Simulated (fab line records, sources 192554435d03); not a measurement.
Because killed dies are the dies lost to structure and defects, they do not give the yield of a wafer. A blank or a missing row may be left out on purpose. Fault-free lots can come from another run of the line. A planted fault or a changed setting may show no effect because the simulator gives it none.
Which tool did it? -- flow n5-finfet -- 24 lots, 72 wafers sampled, at 6 steps of a route of 1938

== WHAT THE GAUGES READ, wafer by wafer ==
N5_BEOL_M6_THK_MEAS_53: measures by xrf. Usual: M6_THK typically reads 80.1 nm, with standard deviation 1.6.
lot,measured,on,M6_THK (nm),flag
L074,day 8 08:17,film-metro-01,78.9 81.5 81.0,
L075,day 8 23:34,film-metro-01,82.0 77.8 81.4,
L076,day 9 09:12,film-metro-01,79.0 81.9 80.0,
L077,day 9 10:05,film-metro-01,79.9 80.2 79.6,
L078,day 10 03:24,film-metro-02,79.7 78.2 78.2,
L080,day 10 04:13,film-metro-02,83.1 82.0 79.4,
L079,day 10 04:17,film-metro-01,82.1 80.6 82.0,
L081,day 10 06:57,film-metro-01,79.6 80.7 82.2,
L082,day 11 04:05,film-metro-01,78.5 76.7 81.5,
L083,day 11 06:32,film-metro-02,81.1 79.6 81.0,
L084,day 11 10:25,film-metro-02,79.6 78.8 76.9,
L085,day 11 12:52,film-metro-01,78.1 80.0 78.5,
L086,day 11 14:58,film-metro-01,78.0 80.1 79.9,
L087,day 11 15:17,film-metro-01,80.7 81.1 81.5,
L088,day 12 11:08,film-metro-02,81.4 78.5 80.0,
L089,day 12 14:25,film-metro-01,77.5 80.6 81.0,
L090,day 12 19:19,film-metro-02,79.3 79.7 81.2,
L091,day 13 07:44,film-metro-02,78.7 83.3 79.7,
L092,day 13 19:36,film-metro-01,79.3 79.3 81.9,
L095,day 14 04:59,film-metro-01,81.3 78.1 79.5,
L093,day 14 05:44,film-metro-02,82.1 79.5 81.0,
L097,day 14 06:34,film-metro-02,80.5 83.9 79.7,
L094,day 14 13:20,film-metro-01,80.9 82.5 81.2,
L096,day 14 20:35,film-metro-01,77.8 78.0 78.4,

N5_BEOL_M7_CD_MEAS_18: pitch 80 nm, target cd 40 nm. Usual: cd-nm reads 40.2 nm (standard deviation 0.49).
lot,measured,on,cd-nm (nm),flag
L074,day 8 11:11,cd-sem-01,40.0 40.3 40.6,
L075,day 9 04:26,cd-sem-03,40.1 39.7 40.5,
L076,day 9 12:34,cd-sem-01,39.3 39.6 40.1,
L077,day 9 12:47,cd-sem-02,39.9 39.5 39.6,
L078,day 10 06:43,cd-sem-02,40.8 41.0 40.4,
L080,day 10 07:07,cd-sem-02,39.8 40.5 40.1,
L079,day 10 08:18,cd-sem-01,40.2 39.9 40.1,
L081,day 10 10:31,cd-sem-02,39.3 39.7 38.6,
L082,day 11 06:59,cd-sem-02,40.4 40.4 40.7,
L083,day 11 09:49,cd-sem-02,40.1 40.4 40.2,
L084,day 11 13:08,cd-sem-03,40.9 40.5 40.7,
L085,day 11 15:11,cd-sem-03,39.8 40.1 40.2,
L086,day 11 18:06,cd-sem-02,39.7 40.1 39.4,
L087,day 11 18:11,cd-sem-01,40.3 40.4 40.4,
L088,day 12 13:45,cd-sem-01,39.8 39.8 40.1,
L089,day 12 16:41,cd-sem-01,39.6 39.6 39.6,
L090,day 12 23:30,cd-sem-02,40.6 40.4 39.3,
L091,day 13 11:38,cd-sem-01,40.3 40.5 40.4,
L092,day 13 22:03,cd-sem-01,40.0 40.6 40.5,
L095,day 14 07:37,cd-sem-02,40.0 40.9 40.7,
L093,day 14 11:53,cd-sem-01,39.3 40.3 39.3,
L097,day 14 12:23,cd-sem-01,41.0 40.1 40.7,
L094,day 14 16:59,cd-sem-01,40.8 40.5 40.7,
L096,day 15 00:58,cd-sem-01,41.2 40.9 40.8,

N5_BEOL_M7_OVL_MEAS_29. Usual: V6_OVL typically reads 0.4 nm, with standard deviation 0.68.
lot,measured,on,V6_OVL (nm),flag
L074,day 8 13:15,overlay-01,0.5 0.3 -0.7,
L075,day 9 04:58,overlay-02,1.3 0.3 0.8,
L076,day 9 14:10,overlay-02,1.2 0.2 -0.3,
L077,day 9 14:20,overlay-02,1.2 0.8 0.9,
L078,day 10 07:56,overlay-02,-0.1 0.0 1.0,
L080,day 10 08:05,overlay-01,-0.1 0.0 -0.2,
L079,day 10 08:56,overlay-01,1.2 1.6 0.7,
L081,day 10 10:55,overlay-01,-0.4 -0.3 -0.2,
L082,day 11 07:41,overlay-02,0.8 1.0 0.9,
L083,day 11 11:20,overlay-01,0.6 1.6 1.5,
L084,day 11 13:29,overlay-02,1.5 0.5 0.1,
L085,day 11 16:02,overlay-02,0.3 1.3 0.6,
L086,day 11 19:25,overlay-01,-0.5 0.2 0.2,
L087,day 11 19:06,overlay-02,1.2 1.2 1.4,
L088,day 12 14:28,overlay-02,0.0 0.4 0.9,
L089,day 12 17:50,overlay-01,0.7 0.2 0.5,
L090,day 13 01:17,overlay-01,0.4 -0.9 -0.2,
L091,day 13 13:05,overlay-02,0.8 1.2 0.0,
L092,day 14 00:57,overlay-01,0.1 0.2 0.0,
L095,day 14 10:37,overlay-02,0.0 -0.1 0.5,
L093,day 14 12:23,overlay-01,-1.4 -2.0 -0.6,
L097,day 14 12:52,overlay-02,-0.2 0.9 0.1,
L094,day 14 18:06,overlay-01,0.1 0.4 -0.5,
L096,day 15 02:52,overlay-01,0.7 1.2 1.0,

== EACH LOT AND THE TOOL THAT RAN IT (in order: tool; ch and the chambers of the sampled wafers; start) ==
lot,N5_BEOL_M7_HM_DEP_02,N5_BEOL_M7_ETCH_62,N5_BEOL_M7_STRIP_67
L074,"pvd-sputter-02, day 8 09:46","rie-diel-06 ch 0,1, day 8 10:43","rie-diel-06 ch 0,1, day 8 10:52"
L075,"pvd-sputter-02, day 9 02:56","rie-diel-06 ch 0,2,3, day 9 03:54","rie-diel-06 ch 0,2,3, day 9 04:03"
L076,"pvd-sputter-03, day 9 11:14","rie-diel-02 ch 0,1, day 9 12:02","rie-diel-02 ch 0,1, day 9 12:11"
L077,"pvd-sputter-02, day 9 11:27","rie-diel-06 ch 0,1, day 9 12:20","rie-diel-06 ch 0,1, day 9 12:29"
L078,"pvd-sputter-01, day 10 05:15","rie-diel-01 ch 0,2, day 10 06:13","rie-diel-01 ch 0,2, day 10 06:22"
L080,"pvd-sputter-03, day 10 05:36","rie-diel-01 ch 2,3, day 10 06:32","rie-diel-01 ch 2,3, day 10 06:41"
L079,"pvd-sputter-01, day 10 05:41","rie-diel-01 ch 0,1,3, day 10 07:26","rie-diel-01 ch 0,1,3, day 10 07:34"
L081,"pvd-sputter-03, day 10 08:38","rie-diel-01 ch 1,2,3, day 10 10:07","rie-diel-01 ch 1,2,3, day 10 10:16"
L082,"pvd-sputter-03, day 11 05:56","rie-diel-06 ch 0,1,3, day 11 06:37","rie-diel-06 ch 0,1,3, day 11 06:46"
L083,"pvd-sputter-01, day 11 08:43","rie-diel-02 ch 1,3, day 11 09:27","rie-diel-02 ch 1,3, day 11 09:35"
L084,"pvd-sputter-03, day 11 12:04","rie-diel-02 ch 0,1, day 11 12:45","rie-diel-02 ch 0,1, day 11 12:53"
L085,"pvd-sputter-03, day 11 14:07","rie-diel-01 ch 0,1,3, day 11 14:47","rie-diel-01 ch 0,1,3, day 11 14:56"
L086,"pvd-sputter-01, day 11 17:03","rie-diel-02 ch 0,3, day 11 17:44","rie-diel-02 ch 0,3, day 11 17:53"
L087,"pvd-sputter-01, day 11 17:09","rie-diel-06 ch 0,2,3, day 11 17:49","rie-diel-06 ch 0,2,3, day 11 17:58"
L088,"pvd-sputter-02, day 12 12:23","rie-diel-01 ch 1,2, day 12 13:17","rie-diel-01 ch 1,2, day 12 13:26"
L089,"pvd-sputter-02, day 12 15:24","rie-diel-02 ch 0,2, day 12 16:19","rie-diel-02 ch 0,2, day 12 16:28"
L090,"pvd-sputter-02, day 12 22:20","rie-diel-01 ch 1,2,3, day 12 23:02","rie-diel-01 ch 1,2,3, day 12 23:11"
L091,"pvd-sputter-01, day 13 10:27","rie-diel-02 ch 1,2,3, day 13 11:10","rie-diel-02 ch 1,2,3, day 13 11:19"
L092,"pvd-sputter-03, day 13 21:01","rie-diel-01 ch 0,1,3, day 13 21:41","rie-diel-01 ch 0,1,3, day 13 21:50"
L095,"pvd-sputter-03, day 14 06:41","rie-diel-02 ch 1,2,3, day 14 07:14","rie-diel-02 ch 1,2,3, day 14 07:23"
L093,"pvd-sputter-01, day 14 10:32","rie-diel-01 ch 0,1,2, day 14 11:19","rie-diel-01 ch 0,1,2, day 14 11:28"
L097,"pvd-sputter-01, day 14 10:58","rie-diel-06 ch 0,3, day 14 11:58","rie-diel-06 ch 0,3, day 14 12:07"
L094,"pvd-sputter-03, day 14 15:17","rie-diel-01 ch 1,2,3, day 14 16:25","rie-diel-01 ch 1,2,3, day 14 16:33"
L096,"pvd-sputter-02, day 14 23:55","rie-diel-06 ch 0,3, day 15 00:35","rie-diel-06 ch 0,3, day 15 00:44"
- N5_BEOL_M7_HM_DEP_02: deposits TiN, target thk 20 nm.
- N5_BEOL_M7_ETCH_62: etches SOC in N2/H2, target depth 110 nm, overetch 22 nm, time 165 s.
- N5_BEOL_M7_STRIP_67: strips in CF4.

== AS READ BY THE TOOLS THEMSELVES (means over the sampled wafers that have a number; for cases with no such wafer, the mark the record gives instead) ==
N5_BEOL_M7_HM_DEP_02. Usual: throttle-valve-pct reads 30.1 % (standard deviation 0.93).
lot,tool,throttle-valve-pct (%),flag
L074,pvd-sputter-02,29.7,
L075,pvd-sputter-02,29.5,
L076,pvd-sputter-03,30.2,
L077,pvd-sputter-02,29.6,
L078,pvd-sputter-01,30.4,
L080,pvd-sputter-03,30.6,
L079,pvd-sputter-01,31.2,
L081,pvd-sputter-03,30.9,
L082,pvd-sputter-03,30.4,
L083,pvd-sputter-01,30.6,
L084,pvd-sputter-03,30.4,
L085,pvd-sputter-03,30.0,
L086,pvd-sputter-01,30.6,
L087,pvd-sputter-01,30.6,
L088,pvd-sputter-02,29.3,
L089,pvd-sputter-02,29.0,
L090,pvd-sputter-02,29.3,
L091,pvd-sputter-01,30.6,
L092,pvd-sputter-03,29.8,
L095,pvd-sputter-03,29.6,
L093,pvd-sputter-01,30.9,
L097,pvd-sputter-01,30.8,
L094,pvd-sputter-03,30.2,
L096,pvd-sputter-02,29.3,

N5_BEOL_M7_ETCH_62. Usual: drypump-motor-current-A 5.7 A, standard deviation 0.54; oes-product-au 0.68 a.u., standard deviation 0.067; rf-vpp-V 523.0 V, standard deviation 2.4; showerhead-plenum-p-Torr 2.52 Torr, standard deviation 0.082; throttle-valve-pct 17.73 %, standard deviation 0.2.
lot,tool,drypump-motor-current-A (A),oes-product-au (a.u.),rf-vpp-V (V),showerhead-plenum-p-Torr (Torr),throttle-valve-pct (%),flag
L074,rie-diel-06,6.3,0.77,526.1,2.62,17.67,
L075,rie-diel-06,5.8,0.70,522.9,2.49,17.56,
L076,rie-diel-02,6.0,0.73,523.0,2.50,17.67,
L077,rie-diel-06,6.3,0.75,526.9,2.62,17.69,
L078,rie-diel-01,5.5,0.64,524.9,2.59,17.96,
L080,rie-diel-01,4.9,0.68,521.8,2.47,17.65,
L079,rie-diel-01,5.4,0.65,522.9,2.52,17.78,
L081,rie-diel-01,5.2,0.66,521.0,2.46,17.62,
L082,rie-diel-06,6.1,0.73,523.0,2.54,17.61,
L083,rie-diel-02,5.8,0.65,524.3,2.57,17.84,
L084,rie-diel-02,5.9,0.65,523.2,2.49,17.80,
L085,rie-diel-01,5.4,0.64,522.9,2.51,17.79,
L086,rie-diel-02,5.7,0.58,524.7,2.58,17.97,
L087,rie-diel-06,5.8,0.67,522.3,2.48,17.60,
L088,rie-diel-01,5.2,0.65,521.0,2.45,17.66,
L089,rie-diel-02,6.0,0.64,522.3,2.49,17.86,
L090,rie-diel-01,5.1,0.65,521.3,2.45,17.66,
L091,rie-diel-02,5.9,0.69,523.9,2.52,17.79,
L092,rie-diel-01,5.4,0.63,521.5,2.50,17.83,
L095,rie-diel-02,5.9,0.67,523.0,2.52,17.80,
L093,rie-diel-01,5.5,0.62,522.8,2.50,17.84,
L097,rie-diel-06,5.8,0.72,521.5,2.47,17.54,
L094,rie-diel-01,5.1,0.64,521.1,2.44,17.68,
L096,rie-diel-06,5.9,0.69,521.7,2.46,17.58,

N5_BEOL_M7_STRIP_67. Usual: drypump-motor-current-A 5.7 A, standard deviation 0.53; oes-product-au 0.80 a.u., standard deviation 0.079; rf-vpp-V 271.0 V, standard deviation 1.5; showerhead-plenum-p-Torr 1.77 Torr, standard deviation 0.053; throttle-valve-pct 13.48 %, standard deviation 0.17.
lot,tool,drypump-motor-current-A (A),oes-product-au (a.u.),rf-vpp-V (V),showerhead-plenum-p-Torr (Torr),throttle-valve-pct (%),flag
L074,rie-diel-06,6.3,0.90,273.0,1.84,13.37,
L075,rie-diel-06,5.8,0.83,271.0,1.76,13.33,
L076,rie-diel-02,6.0,0.87,271.4,1.76,13.45,
L077,rie-diel-06,6.3,0.89,272.6,1.84,13.38,
L078,rie-diel-01,5.5,0.76,271.6,1.82,13.61,
L080,rie-diel-01,4.8,0.80,270.4,1.75,13.38,
L079,rie-diel-01,5.4,0.77,270.2,1.77,13.50,
L081,rie-diel-01,5.1,0.78,270.1,1.74,13.39,
L082,rie-diel-06,6.1,0.86,271.2,1.79,13.35,
L083,rie-diel-02,5.7,0.76,271.8,1.81,13.59,
L084,rie-diel-02,6.0,0.77,270.9,1.76,13.62,
L085,rie-diel-01,5.4,0.76,270.8,1.77,13.52,
L086,rie-diel-02,5.7,0.69,271.8,1.81,13.73,
L087,rie-diel-06,5.8,0.79,269.9,1.75,13.37,
L088,rie-diel-01,5.2,0.76,269.4,1.73,13.40,
L089,rie-diel-02,5.9,0.75,271.0,1.76,13.68,
L090,rie-diel-01,5.1,0.76,269.2,1.73,13.43,
L091,rie-diel-02,5.9,0.81,270.6,1.78,13.54,
L092,rie-diel-01,5.4,0.74,270.6,1.76,13.59,
L095,rie-diel-02,5.9,0.80,271.6,1.78,13.57,
L093,rie-diel-01,5.5,0.74,270.7,1.77,13.58,
L097,rie-diel-06,5.8,0.84,270.1,1.75,13.33,
L094,rie-diel-01,5.2,0.75,270.5,1.73,13.45,
L096,rie-diel-06,5.9,0.82,270.5,1.74,13.35,

== THE ANSWER, worked out from the rows above alone ==
Rule: a lot is off if the mean of its wafers that have a number lies more than 3 standard deviations from the usual mean. Also off: a lot with no number at a reading for which 4 or more lots have one. Where the step has rows for the other lots, those lots are counted as sound. The gauges are gone through in route order, then the tools' own readings, and for those a lot's mean is taken as printed above. At the first step where some lot is off, the reading lying furthest off is the one used; lots without a number count as furthest.
No lot is off at any reading shown: from this, nothing can be told.

== WHAT THE SIMULATOR HAD INSERTED ==
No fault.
